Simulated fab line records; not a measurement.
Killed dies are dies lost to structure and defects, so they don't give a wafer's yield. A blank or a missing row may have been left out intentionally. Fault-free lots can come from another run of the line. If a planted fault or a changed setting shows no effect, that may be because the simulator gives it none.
The tool behind it: which one?    flow nandHarc    39 wafers from 13 lots sampled at 6 of the route's 1302 steps

== WHAT THE GAUGES SHOWED, per wafer ==
NHARC_P_M0_CD_MEAS_09: the cd target is 90 nm. Usual: 89.6 nm for cdNm, sd 0.7.
lot   measured      on        cdNm (nm)       flag
L488  day 6 04:28   cdSem-01  89.8 89.4 89.5  
L489  day 6 10:16   cdSem-01  89.7 89.9 89.8  
L491  day 7 19:38   cdSem-01  89.9 88.6 89.3  
L494  day 8 11:00   cdSem-02  89.2 89.2 89.5  
L495  day 9 08:50   cdSem-02  88.3 90.6 89.9  
L497  day 10 04:19  cdSem-03  89.9 89.8 90.5  
L498  day 10 05:25  cdSem-02  89.8 89.3 88.5  
L500  day 10 19:49  cdSem-02  90.4 89.3 88.9  
L499  day 10 21:11  cdSem-01  89.7 90.4 90.2  
L502  day 12 07:10  cdSem-03  90.4 89.9 90.2  
L509  day 14 17:07  cdSem-01  82.5 82.9 81.9  OFF
L510  day 15 05:13  cdSem-01  82.2 82.1 83.0  OFF
L511  day 15 12:11  cdSem-01  89.5 91.1 88.8  

NHARC_END_SORT_01. Usual: defectLimitedYield is 91 % with standard deviation 3.1, killedAtArray is 59 with standard deviation 21, killedAtOther is 1.0 with standard deviation 1.1, killedAtPeriphery is 4.0 with standard deviation 2.6, killedDies is 64 with standard deviation 21, killedOpen is 3.2 with standard deviation 1.7, and killedShort is 2.5 with standard deviation 1.5.
lot   measured      on         defectLimitedYield (%)  killedAtArray  killedAtOther  killedAtPeriphery  killedDies  killedOpen  killedShort  flag
L509  day 33 07:47  prober-01  91 90                   59 62          0 1            5 7                64 70       3 6         2 1          
L510  day 33 14:00  prober-02  91 92                   51 47          0 0            10 6               61 53       3 3         6 1          

== EACH LOT AND THE TOOL THAT RAN IT (in order: tool; ch and the chambers of the sampled wafers; start) ==
lot   NHARC_P_CONTACT_DEP_30          NHARC_P_CONTACT_PVD_32                  NHARC_P_M0_PEB_07                 NHARC_P_M0_PRE_CLEAN_29
L488  pecvd-04 ch 0,1,2, day 5 22:24  pvdSputter-03, day 6 04:23 or earlier   lithoTrack-06 ch 0, day 6 04:23   pvdSputter-01, no start
L489  pecvd-04 ch 0,1, day 6 04:22    pvdSputter-03, day 6 10:11 or earlier   lithoTrack-06 ch 0, day 6 10:11   pvdSputter-02, no start
L491  pecvd-04 ch 0,2, day 7 13:59    pvdSputter-03, day 7 19:33 or earlier   lithoTrack-06 ch 0, day 7 19:33   pvdSputter-03, no start
L494  pecvd-01 ch 0,2, day 8 05:26    pvdSputter-01, day 8 10:55 or earlier   lithoTrack-06 ch 0, day 8 10:55   pvdSputter-02, no start
L495  pecvd-01 ch 0,2, day 9 03:09    pvdSputter-03, day 9 08:45 or earlier   lithoTrack-06 ch 0, day 9 08:45   pvdSputter-01, no start
L497  pecvd-02 ch 1,2, day 9 22:37    pvdSputter-03, day 10 04:14 or earlier  lithoTrack-01 ch 0, day 10 04:14  pvdSputter-03, no start
L498  pecvd-04 ch 0,1,2, day 9 23:42  pvdSputter-02, day 10 05:20 or earlier  lithoTrack-01 ch 0, day 10 05:20  pvdSputter-01, no start
L500  pecvd-01 ch 1,2, day 10 13:50   pvdSputter-03, day 10 19:44 or earlier  lithoTrack-06 ch 0, day 10 19:44  pvdSputter-01, no start
L499  pecvd-01 ch 1, day 10 14:38     pvdSputter-03, day 10 21:06 or earlier  lithoTrack-01 ch 0, day 10 21:06  pvdSputter-02, no start
L502  pecvd-02 ch 0,1, day 12 00:59   pvdSputter-03, day 12 07:05 or earlier  lithoTrack-01 ch 0, day 12 07:05  pvdSputter-01, no start
L509  pecvd-04 ch 0,1, day 14 10:59   pvdSputter-02, day 14 17:02 or earlier  lithoTrack-01 ch 0, day 14 17:02  pvdSputter-01, day 33 07:47 or earlier
L510  pecvd-02 ch 0,1, day 14 23:15   pvdSputter-03, day 15 05:08 or earlier  lithoTrack-01 ch 0, day 15 05:08  pvdSputter-03, day 33 14:00 or earlier
L511  pecvd-01 ch 0,1, day 15 06:20   pvdSputter-01, day 15 12:07 or earlier  lithoTrack-04 ch 0, day 15 12:07  pvdSputter-02, no start
- NHARC_P_CONTACT_DEP_30: deposits SiNx, target thk 30 nm.
- NHARC_P_CONTACT_PVD_32: deposits Ti, target thk 5 nm, time 17.7 s.
- NHARC_P_M0_PEB_07: peb time 65 s.
- NHARC_P_M0_PRE_CLEAN_29: time 30 s.

== WHAT THE TOOLS THEMSELVES READ (means of the sampled wafers that have a number; where no wafer has one, the mark that the record gives instead) ==
NHARC_P_CONTACT_DEP_30. Usual: heaterPowerOuterW 403 W, standard deviation 62; heaterPowerW 687 W, standard deviation 93.
lot   tool      heaterPowerOuterW (W)  heaterPowerW (W)  flag
L488  pecvd-04  386                    670               
L489  pecvd-04  394                    669               
L491  pecvd-04  375                    640               
L494  pecvd-01  443                    753               
L495  pecvd-01  392                    675               
L497  pecvd-02  405                    643               
L498  pecvd-04  343                    618               
L500  pecvd-01  391                    693               
L499  pecvd-01  383                    679               
L502  pecvd-02  411                    711               
L509  pecvd-04  426                    697               
L510  pecvd-02  373                    625               
L511  pecvd-01  453                    776               

NHARC_P_CONTACT_PVD_32. Usual: 30.5 % for throttleValvePct, sd 1.4.
lot   tool           throttleValvePct (%)  flag
L488  pvdSputter-03  29.9                  
L489  pvdSputter-03  29.9                  
L491  pvdSputter-03  30.4                  
L494  pvdSputter-01  31.5                  
L495  pvdSputter-03  29.5                  
L497  pvdSputter-03  29.7                  
L498  pvdSputter-02  29.8                  
L500  pvdSputter-03  30.1                  
L499  pvdSputter-03  31.1                  
L502  pvdSputter-03  29.3                  
L509  pvdSputter-02  30.1                  
L510  pvdSputter-03  30.1                  
L511  pvdSputter-01  31.4                  

NHARC_P_M0_PEB_07. Usual: heaterPowerTotalW 156.6 W, standard deviation 0.41; plateTempC 99.98 C, standard deviation 0.14.
lot   tool           heaterPowerTotalW (W)  plateTempC (C)  flag
L488  lithoTrack-06  156.7                  99.96           
L489  lithoTrack-06  156.9                  99.91           
L491  lithoTrack-06  156.5                  99.93           
L494  lithoTrack-06  156.2                  100.21          
L495  lithoTrack-06  156.8                  100.02          
L497  lithoTrack-01  156.5                  99.93           
L498  lithoTrack-01  156.8                  99.90           
L500  lithoTrack-06  156.6                  99.99           
L499  lithoTrack-01  156.7                  100.04          
L502  lithoTrack-01  156.7                  99.90           
L509  lithoTrack-01  152.1                  97.94           OFF
L510  lithoTrack-01  152.7                  98.09           OFF
L511  lithoTrack-04  156.8                  100.02          

NHARC_P_M0_PRE_CLEAN_29. Usual: 393 W for heaterPowerW, sd 28.
lot   tool           heaterPowerW (W)  flag
L488  pvdSputter-01  408               
L489  pvdSputter-02  379               
L491  pvdSputter-03  413               
L494  pvdSputter-02  352               
L495  pvdSputter-01  421               
L497  pvdSputter-03  397               
L498  pvdSputter-01  415               
L500  pvdSputter-01  420               
L499  pvdSputter-02  385               
L502  pvdSputter-01  415               
L509  pvdSputter-01  423               
L510  pvdSputter-03  388               
L511  pvdSputter-02  386               

== THE ANSWER, worked out from the rows above alone ==
Rule: lot off if the mean of its wafers having a number is beyond 3 standard deviations from the usual mean. Also off: a lot with no number at a reading for which 4 or more lots have one. Where the step has rows for the other lots, those lots are counted as sound. The gauges are gone through in route order, then the tools' own readings, and for those a lot's mean is taken as printed above. The first step at which some lot is off is used, and at that step the reading that is off furthest; a lot without a number counts as furthest.
Off at NHARC_P_M0_CD_MEAS_09 (cdNm): L509, L510.
A tool fits if, at a process step before that reading, it ran every lot that is off, and no sound lot after the first of them. Not tried: the gauges at NHARC_P_M0_CD_MEAS_09; whatever is off there is also off at NHARC_P_M0_PEB_07, on other tools, and gauge error can't account for it. With no start given for some of its lots, NHARC_P_CONTACT_PVD_32 uses the hours and lot order of NHARC_P_M0_PEB_07. One fits: lithoTrack-01 at NHARC_P_M0_PEB_07. A fault onset in the window from L502 (day 12 07:05, its last sound lot) to L509 (day 14 17:02, its first lot off) fits.
The tool's own readings at NHARC_P_M0_PEB_07 bear it out: on the lots that are off they differ by more than 5 times the standard deviation of the sound lots' means. heaterPowerTotalW reads 152.4 W there against 156.7 W on the sound lots; plateTempC reads 98.02 C there against 99.98 C on the sound lots.

== WHAT WAS PUT IN BY THE SIMULATOR ==
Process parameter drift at NHARC_P_M0_PEB_07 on lithoTrack-01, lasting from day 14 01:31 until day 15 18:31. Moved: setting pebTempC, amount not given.
Struck lots among those shown: L509, L510. The rule above reached the same finding.
